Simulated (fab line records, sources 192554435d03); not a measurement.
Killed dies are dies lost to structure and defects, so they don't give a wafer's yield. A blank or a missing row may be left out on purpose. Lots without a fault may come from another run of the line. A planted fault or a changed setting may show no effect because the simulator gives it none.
Chamber matching | flow n5_finfet | N5_BEOL_M1_STRIP_36 on rie_diel-03: 4 sister chambers
The step strips in N2/H2. 4 wafers are shown with their chamber, then 8 later ones without.

WAFERS WITH THEIR CHAMBER
wafer  | chamber | showerhead_plenum_p_Torr (Torr)
L080.5 | 3       | 2.39
L082.4 | 1       | 2.44
L082.6 | 0       | 2.53
L088.3 | 2       | 2.62

WAFERS WITHOUT THEIR CHAMBER
wafer  | showerhead_plenum_p_Torr (Torr)
L088.4 | 2.43
L088.6 | 2.71
L092.1 | 2.52
L092.2 | 2.62
L092.5 | 2.52
L094.2 | 2.51
L094.3 | 2.70
L094.6 | 2.43

WHICH CHAMBER EACH WENT THROUGH
wafer  | from the rows above     | in truth
L088.4 | can't be placed: 1 or 3 | 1
L088.6 | 2                       | 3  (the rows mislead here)
L092.1 | can't be placed: 0 or 1 | 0
L092.2 | 2                       | 2
L092.5 | can't be placed: 0 or 1 | 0
L094.2 | can't be placed: 0 or 1 | 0
L094.3 | 2                       | 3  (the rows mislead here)
L094.6 | can't be placed: 1 or 3 | 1
Placed correctly: 1 of 8. Can't be placed from these rows: 5 (the true chamber is among the candidates in 5). Placed wrongly: 2.
How it was worked out, from the rows above alone: a wafer's distance from a chamber is the root of the sum, over the readings, of the square of ((its reading less the chamber's mean) divided by the reading's scatter). The wafer belongs to the nearest chamber; if the next one is less than 2 further off, it can't be placed. A chamber's mean is the mean of its shown wafers. The scatter: with one shown wafer a chamber, the root of the mean of the squares of how far each hidden wafer lies from its nearest shown one.
